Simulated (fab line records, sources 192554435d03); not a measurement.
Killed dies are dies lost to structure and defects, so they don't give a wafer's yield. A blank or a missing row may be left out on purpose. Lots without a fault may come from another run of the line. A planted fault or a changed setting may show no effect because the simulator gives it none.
fab line records | flow n5_finfet
record lots=10 wafers=30 last_day=18
route steps=1938 shown ILD0@339 SDB@356 BEOL_M4@1111 PASSIVATION@1936
lots that met no fault: from a run of the same line without faults
start_h: hours from the record's first day to the start of the lot's first wafer shown | wait_h: hours since the lot's step before | " the same as in the row above | L1.1+2: a row that stands for several wafers | - no value, or no start given | * or withheld: withheld | < > ~ a bound
route shown NAME@n: a module of which the file shows steps, and the number in the route of the first | usual: mean/standard deviation of fault-free wafers | same: alike in all rows | chamber/n: place in a boat | sites: the reading at each site | _std_site: their standard deviation | _edge_site: outer sites' mean less inner sites' | radius_mm: how far each site lies from the wafer's centre | mask NAME#n: copy n | behind: the tool/chamber that last shaped the wafer | hold: why the lot was held/for how many hours/how that ended | device: the transistor (n, p or np) that didn't switch | end of line: the same wafers' tests at the end of the route | a step without rows: its recipe alone | killed: dies lost to structure and defects at the first sort, not the wafer's yield | map: a wafer's dies, x killed, . not, _ none there
set.NAME: the setting as run; set.NAME@STEP: as run at that earlier step | model.NAME: the simulator's own value behind a step, which no gauge read
steps of the route over a sample of lots; a table a step, a row a wafer
services: from which hour (start_h, from the record's first day; less than 0 if before it) a tool's chamber was out of use, for how many hours, and why
## steps
# step N5_ILD0_THK_MEAS_04
# usual thk_nm=197.1/1.1
# columns lot.wafer tool chamber start_h wait_h thk_nm
L358.1 film_metro-01 - 61.93 - 198.3
L358.2 " - " " 198.6
L358.5 " - " " 199.3
L360.3 film_metro-01 - 71.92 - 198.4
L360.4 " - " " 198.9
L360.6 " - " " 197.2
L361.4 film_metro-01 - 82.22 - 196.8
L361.5 " - " " 198.2
L361.6 " - " " 198.4
L362.4 film_metro-02 - 85.28 - 197.9
L362.5 " - " " 199.3
L362.6 " - " " 197.3
L363.2 film_metro-01 - 92.36 - 197.7
L363.4 " - " " 196.7
L363.6 " - " " 195.8
L367.2 film_metro-02 - 117.93 - 197.6
L367.5 " - " " 198.3
L367.6 " - " " 197.3
L368.1 film_metro-01 - 121.20 - 197.5
L368.3 " - " " 196.4
L368.6 " - " " 197.9
L372.2 film_metro-01 - 145.03 - 198.2
L372.4 " - " " 196.9
L372.6 " - " " 197.4
L377.1 film_metro-02 - 175.07 - 198.8
L377.3 " - " " 196.8
L377.4 " - " " 195.5
L381.1 film_metro-02 - 199.24 - 196.9
L381.2 " - " " 197.6
L381.4 " - " " 197.4
# step N5_ILD0_INSPECT_06
# recipe inspect_instrument=darkfield mode=post_cmp
# usual raw_defect_count=41/19
# columns lot.wafer tool chamber start_h wait_h raw_defect_count
L358.1 defect_inspect-02 - 65.93 0.0 65
L358.2 " - " " 43
L358.5 " - " " 50
L360.3 defect_inspect-02 - 75.79 0.0 37
L360.4 " - " " 42
L360.6 " - " " 19
L361.4 defect_inspect-02 - 85.86 0.0 44
L361.5 " - " " 28
L361.6 " - " " 37
L362.4 defect_inspect-01 - 88.85 0.0 46
L362.5 " - " " 51
L362.6 " - " " 34
L363.2 defect_inspect-02 - 97.22 0.0 59
L363.4 " - " " 104
L363.6 " - " " 66
L367.2 defect_inspect-02 - 121.63 0.0 52
L367.5 " - " " 38
L367.6 " - " " 50
L368.1 defect_inspect-01 - 124.78 0.0 33
L368.3 " - " " 29
L368.6 " - " " 22
L372.2 defect_inspect-01 - 149.00 0.0 31
L372.4 " - " " 24
L372.6 " - " " 19
L377.1 defect_inspect-02 - 178.64 0.0 81
L377.3 " - " " 45
L377.4 " - " " 46
L381.1 defect_inspect-01 - 202.80 0.0 23
L381.2 " - " " 62
L381.4 " - " " 29
# step N5_SDB_CD_MEAS_11
# recipe target_cd_nm=50 landing_energy_ev=500 detector=se_inlens polarity=opening
# usual cd_nm=50.1/0.98
# columns lot.wafer tool chamber start_h wait_h cd_nm
L358.1 cd_sem-02 0 66.42 - 49.4
L358.2 " 0 " " 49.7
L358.5 " 0 " " 49.5
L360.3 cd_sem-03 0 76.31 - 50.5
L360.4 " 0 " " 51.1
L360.6 " 0 " " 51.1
L361.4 cd_sem-03 0 86.35 - 50.4
L361.5 " 0 " " 51.1
L361.6 " 0 " " 51.0
L362.4 cd_sem-03 0 89.34 - 51.2
L362.5 " 0 " " 51.0
L362.6 " 0 " " 51.0
L363.2 cd_sem-02 0 97.58 - 49.5
L363.4 " 0 " " 49.5
L363.6 " 0 " " 50.2
L367.2 cd_sem-01 0 121.99 - 51.5
L367.5 " 0 " " 50.8
L367.6 " 0 " " 50.5
L368.1 cd_sem-02 0 125.27 - 50.2
L368.3 " 0 " " 50.6
L368.6 " 0 " " 51.1
L372.2 cd_sem-03 0 149.36 - 50.8
L372.4 " 0 " " 52.0
L372.6 " 0 " " 51.4
L377.1 cd_sem-02 0 179.01 - 49.7
L377.3 " 0 " " 48.8
L377.4 " 0 " " 48.8
L381.1 cd_sem-01 0 203.29 - 49.1
L381.2 " 0 " " 50.4
L381.4 " 0 " " 49.4
# step N5_SDB_ETCH_18
# recipe chemistry=N2/H2 target=SOC target_depth_a=1000 overetch_a=200 mask_material=SiARC temp_c=40 time_s=150 ion_energy_ev=200 pressure_mtorr=30 source_w=840 bias_w=150 n2_flow_sccm=200 h2_flow_sccm=200
# usual drypump_motor_current_A=5.7/0.44 oes_product_au=0.67/0.056 rf_fwd_power_W=837.0/2.7 rf_vpp_V=522.9/1.3 showerhead_plenum_p_Torr=2.51/0.038 throttle_valve_pct=17.88/0.23
# columns lot.wafer tool chamber start_h wait_h drypump_motor_current_A oes_product_au rf_fwd_power_W rf_hours_counter_h rf_vpp_V showerhead_plenum_p_Torr throttle_valve_pct
L358.1 rie_diel-05 2 66.98 0.0 5.1 0.67 837.0 131 522.2 2.45 17.89
L358.2 " 3 " " 5.8 0.66 838.4 173 523.5 2.53 18.12
L358.5 " 3 " " 5.8 0.66 833.5 - 524.0 2.53 18.13
L360.3 rie_diel-01 1 76.79 0.0 5.8 0.64 838.6 208 521.9 2.52 17.94
L360.4 " 0 " " 6.5 0.85 836.4 7 523.7 2.51 17.33
L360.6 " 3 " " 4.8 0.68 836.6 - 522.9 2.54 18.02
L361.4 rie_diel-05 1 86.50 0.0 6.0 0.64 834.1 222 524.3 2.50 17.78
L361.5 " 1 " " 6.0 0.64 837.6 - 523.1 2.50 17.77
L361.6 " 0 " " 5.1 0.63 840.4 - 523.1 2.53 17.79
L362.4 rie_diel-01 3 89.55 0.1 4.8 0.68 833.5 - 523.2 2.54 18.03
L362.5 " 2 " " 5.7 0.62 833.1 - 524.0 2.51 18.15
L362.6 " 0 " " 6.5 0.83 835.8 - 522.7 2.50 17.36
L363.2 rie_diel-05 1 98.24 0.0 6.0 0.64 835.8 225 521.1 2.50 17.77
L363.4 " 2 " " 5.2 0.67 836.6 142 522.2 2.45 17.88
L363.6 " 1 " " 6.0 0.64 836.1 - 522.3 2.50 17.79
L367.2 rie_diel-05 1 122.15 0.0 6.0 0.63 634.1 233 572.9 2.50 17.81
L367.5 " 2 " " 5.1 0.65 636.3 - 570.5 2.44 17.93
L367.6 " 1 " " 6.0 0.63 634.1 - 574.3 2.50 17.80
L368.1 rie_diel-01 0 125.53 0.0 6.5 0.81 835.1 26 521.5 2.50 17.35
L368.3 " 3 " " 4.8 0.67 834.3 174 522.9 2.53 18.05
L368.6 " 1 " " 5.7 0.63 837.9 - 523.5 2.51 17.97
L372.2 rie_diel-05 3 149.66 0.0 5.7 0.62 635.5 203 572.4 2.51 18.17
L372.4 " 3 " " 5.7 0.62 638.0 - 574.2 2.51 18.18
L372.6 " 1 " " 6.0 0.62 634.4 - 572.2 2.49 17.81
L377.1 rie_diel-01 0 179.95 0.0 6.5 0.78 841.4 47 522.9 2.49 17.41
L377.3 " 3 " " 4.8 0.66 841.2 196 522.7 2.52 18.07
L377.4 " 1 " " 5.7 0.62 838.6 235 522.4 2.51 17.98
L381.1 rie_diel-02 3 203.45 0.0 6.1 0.68 834.0 126 524.2 2.56 17.73
L381.2 " 1 " " 6.1 0.64 836.5 171 523.0 2.55 17.71
L381.4 " 0 " " 5.7 0.69 836.8 121 521.8 2.45 17.78
# step N5_BEOL_M4_RC_MEAS_101
# usual DIBL_N=36.5/1.4 DIBL_P=36.5/1.6 IOFF_N=0.163/0.022 IOFF_P=0.219/0.029 ION_N=675/8.3 ION_P=464/6.2 SS_N=71.5/0.52 SS_P=73.4/0.57 VT_N=249.7/2.6 VT_P=-250/3
# columns lot.wafer tool chamber start_h wait_h DIBL_N[mV/V] DIBL_P[mV/V] IOFF_N[nA/um] IOFF_P[nA/um] ION_N[uA/um] ION_P[uA/um] SS_N[mV/dec] SS_P[mV/dec] VT_N[mV] VT_P[mV]
L358.1 prober-02 0 164.98 0.4 35.8 35.3 0.140 0.185 661 459 71.2 72.5 250.8 -250
L358.2 " 0 " " 38.3 37.5 0.177 0.224 671 462 72.1 73.1 248.6 -247
L358.5 " 0 " " 36.7 37.0 0.152 0.201 670 465 71.2 72.9 249.0 -249
L360.3 prober-01 0 183.48 0.3 37.4 38.1 0.189 0.216 673 455 72.7 73.7 247.7 -251
L360.4 " 0 " " 34.2 34.8 0.134 0.174 666 453 71.4 73.3 251.4 -255
L360.6 " 0 " " 36.5 38.0 0.174 0.213 676 461 72.3 73.4 250.6 -251
L361.4 prober-02 0 196.10 0.5 35.5 37.1 0.148 0.205 671 465 71.2 73.5 253.1 -252
L361.5 " 0 " " 36.6 38.6 0.168 0.224 675 460 71.8 73.5 249.6 -252
L361.6 " 0 " " 34.2 34.9 0.125 0.172 659 456 70.9 72.6 253.6 -254
L363.2 prober-02 0 201.75 0.2 35.2 34.1 0.142 0.178 667 462 71.2 73.3 253.4 -255
L363.4 " 0 " " 37.9 36.5 0.191 0.215 691 463 72.1 73.6 248.8 -253
L363.6 " 0 " " 36.1 35.4 0.153 0.193 671 459 71.2 73.2 251.1 -253
L362.4 prober-02 0 211.63 0.5 38.0 38.5 0.187 0.234 682 462 72.1 74.0 247.6 -249
L362.5 " 0 " " 37.2 37.4 0.190 0.208 691 466 72.5 72.4 245.4 -251
L362.6 " 0 " " 37.7 38.7 0.194 0.236 687 461 72.0 73.9 246.8 -251
L368.1 prober-02 0 237.77 0.0 37.1 37.8 0.162 0.220 679 462 72.3 73.8 251.9 -250
L368.3 " 0 " " 37.1 37.8 0.166 0.226 674 471 71.2 73.8 248.4 -250
L368.6 " 0 " " 36.8 37.4 0.162 0.211 685 466 71.0 73.7 249.9 -251
L367.2 prober-02 0 240.40 0.2 38.6 37.9 0.185 0.256 682 467 72.0 74.1 248.0 -250
L367.5 " 0 " " 36.2 34.9 0.140 0.201 674 464 71.2 73.1 251.5 -250
L367.6 " 0 " " 37.8 37.6 0.179 0.246 683 475 71.0 73.8 251.6 -249
L372.6 prober-02 0 259.33 0.8 35.8 36.9 0.158 0.223 670 466 71.7 73.5 249.6 -249
L377.1 prober-02 0 285.77 0.0 37.2 37.0 0.176 0.219 682 461 71.7 73.5 249.3 -250
L377.3 " 0 " " 37.7 38.1 0.195 0.232 694 469 71.5 73.2 247.1 -251
L377.4 " 0 " " 38.3 38.3 0.203 0.244 682 465 71.7 73.7 246.3 -250
L381.1 prober-02 0 316.72 0.0 36.6 35.7 0.149 0.218 661 460 71.8 73.4 251.6 -250
L381.2 " 0 " " 37.2 36.7 0.164 0.243 665 458 72.8 73.9 250.0 -248
L381.4 " 0 " " 34.9 33.8 0.132 0.196 667 467 71.7 72.7 254.0 -251
# step N5_PASSIVATION_PROBE_49
# usual defect_limited_yield=91.2/1.6 killed_at_M0_to_M3=33/11 killed_at_M4_up=15/6.2 killed_at_contacts=15/7.1 killed_at_front_end=38/12 killed_at_other=4/3.5 killed_dies=104/19 killed_on_rim=14/4 killed_open=69/14 killed_short=34/8.5 sort_bin_5_function=5.2/0.99 sort_bin_6_memory=3.3/0.77 sort_n_pass=1076/19 sort_yield_pct=91.2/1.6
# same gross_dies=1180 killed_at_back_side=0 sort_bin_4_leakage[%]=0 sort_bin_8_speed[%]=0
# columns lot.wafer tool chamber start_h wait_h defect_limited_yield[%] killed_at_M0_to_M3 killed_at_M4_up killed_at_contacts killed_at_front_end killed_at_other killed_dies killed_on_rim killed_open killed_short sort_bin_5_function[%] sort_bin_6_memory[%] sort_n_pass sort_yield_pct[%]
L367.2 prober-01 - 343.91 0.1 59.2 36 25 19 400 2 482 31 72 29 36.7 3.6 698 59.2
L367.5 prober-01 - 344.06 0.2 71.0 31 14 21 275 1 342 19 65 24 25.8 3.0 838 71.0
L367.6 prober-01 - 344.11 0.3 57.8 27 24 18 421 8 498 20 71 29 38.8 3.1 682 57.8
L372.2 prober-02 - 375.17 0.1 33.0 36 4 23 728 0 791 77 67 33 63.8 3.1 389 33.0
L372.4 prober-02 - 375.27 0.2 28.1 28 17 13 787 4 849 80 64 33 69.1 2.4 331 28.1
L372.6 prober-02 - 375.37 0.3 66.6 35 9 13 337 0 394 21 71 28 30.5 2.4 786 66.6
L377.3 prober-02 - 387.50 0.1 93.0 24 13 14 26 6 83 12 55 25 4.4 2.5 1097 93.0
L377.4 prober-02 - 387.55 0.2 92.3 20 16 10 43 2 91 18 48 34 4.1 3.0 1089 92.3
# killed by level:class
L367.2 SDB:area_etch=378 MOL_CONTACT_COAG:geometric_particle:open=12 BEOL_M2:geometric_particle:open=12 BEOL_M4:geometric_particle:open=9 BEOL_M0_SAQP:geometric_particle:open=8 MOL_CONTACT_COAG:geometric_particle:short=7 BEOL_M3:geometric_particle:open=6 BEOL_M0_SAQP:geometric_particle:short=5
L367.5 SDB:area_etch=250 MOL_CONTACT_COAG:geometric_particle:open=17 BEOL_M2:geometric_particle:open=12 BEOL_M0_SAQP:geometric_particle:open=6 GATE_CUT:geometric_particle:short=5 BEOL_M4:geometric_particle:open=5 BEOL_M4:geometric_particle:short=4 MOL_CONTACT_COAG:geometric_particle:short=4
L367.6 SDB:area_etch=395 MOL_CONTACT_COAG:geometric_particle:open=16 BEOL_M2:geometric_particle:open=9 BEOL_M4:geometric_particle:open=9 GATE_CUT:geometric_particle:short=7 BEOL_M0_SAQP:geometric_particle:short=6 FIN_SAQP:geometric_particle:open=5 BEOL_M0_SAQP:geometric_particle:open=5
L372.2 SDB:area_etch=689 MOL_CONTACT_COAG:geometric_particle:open=20 FIN_SAQP:geometric_particle:open=8 BEOL_M3:geometric_particle:open=8 GATE_CUT:geometric_particle:short=7 BEOL_M2:geometric_particle:open=7 FIN_SAQP:geometric_particle:short=6 BEOL_M0_SAQP:geometric_particle:open=6
L372.4 SDB:area_etch=752 MOL_CONTACT_COAG:geometric_particle:open=11 BEOL_M4:geometric_particle:open=9 FIN_SAQP:geometric_particle:open=7 GATE_CUT:geometric_particle:short=7 BEOL_M1:geometric_particle:open=6 GATE_CUT:geometric_particle:open=6 STI_FIN_REVEAL:geometric_particle:open=5
L372.6 SDB:area_etch=294 MOL_CONTACT_COAG:geometric_particle:open=11 FIN_SAQP:geometric_particle:open=10 BEOL_M0_SAQP:geometric_particle:open=10 FIN_SAQP:geometric_particle:short=8 STI_FIN_REVEAL:geometric_particle:open=8 BEOL_M3:geometric_particle:open=7 BEOL_M0_SAQP:geometric_particle:short=6
L377.3 MOL_CONTACT_COAG:geometric_particle:open=10 STI_FIN_REVEAL:geometric_particle:open=6 BEOL_M0_SAQP:geometric_particle:open=6 FIN_SAQP:geometric_particle:open=5 DUMMY_GATE:geometric_particle:open=5 BEOL_M1:geometric_particle:open=5 BEOL_M5:geometric_particle:short=4 GATE_CUT:geometric_particle:short=4
L377.4 STI_FIN_REVEAL:geometric_particle:open=8 MOL_CONTACT_COAG:geometric_particle:open=8 BEOL_M0_SAQP:geometric_particle:short=7 FIN_SAQP:geometric_particle:short=6 BEOL_M5:geometric_particle:open=6 DUMMY_GATE:geometric_particle:open=5 HKMG_FIN:area_etch=5 GATE_CUT:geometric_particle:short=4
## services
# columns tool chamber start_h hours kind
rie_diel-01 1 50.00 2.5 repair
rie_diel-02 - 55.82 15.6 pm
rie_diel-05 0 62.35 5.0 repair
rie_diel-01 1 88.68 15.3 repair
rie_diel-01 1 126.77 8.7 repair
rie_diel-01 2 136.93 - clean
rie_diel-01 2 136.93 - consumable_replace:focus_ring
rie_diel-01 2 136.93 22.3 scheduled_down
rie_diel-01 2 136.93 22.3 vent_cycle
rie_diel-05 0 141.50 9.7 repair
rie_diel-05 1 163.92 15.8 repair
rie_diel-05 1 184.07 - clean
rie_diel-05 1 184.07 - consumable_replace:focus_ring
rie_diel-05 1 184.07 21.9 scheduled_down
rie_diel-05 1 184.07 21.9 vent_cycle
## key
first_sign step=N5_SDB_ETCH_18 reading=rf_fwd_power_W direction=down sigmas=75 usual=* struck=*
effect step=N5_SDB_ETCH_18 reading=rf_vpp_V direction=up sigmas=39 usual=522.9 struck=572.8
effect step=N5_PASSIVATION_PROBE_49 reading=sort_bin_5_function direction=up sigmas=39 usual=5.2 struck=44.1
more_kills_born_at N5_SDB_ETCH_18@rie_diel-05=2758
met_at N5_SDB_ETCH_18
struck_lots L367,L372
later_rows_left_out L372.2,L372.4
not_acting_at N5_ILD0_THK_MEAS_04,N5_ILD0_INSPECT_06,N5_SDB_CD_MEAS_11
onset_between 98.24 122.15
fault kind=process_parameter_drift tool=rie_diel-05 chamber=- onset_h=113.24 steps=N5_SDB_ETCH_18 channel=source_w offset=-201.6 shape=step end_h=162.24 acts_in=these_recipes_only stated=840
# later_rows_left_out: the simulator's readings of these wafers behind a module that went badly wrong aren't trusted and aren't shown, but for the sort
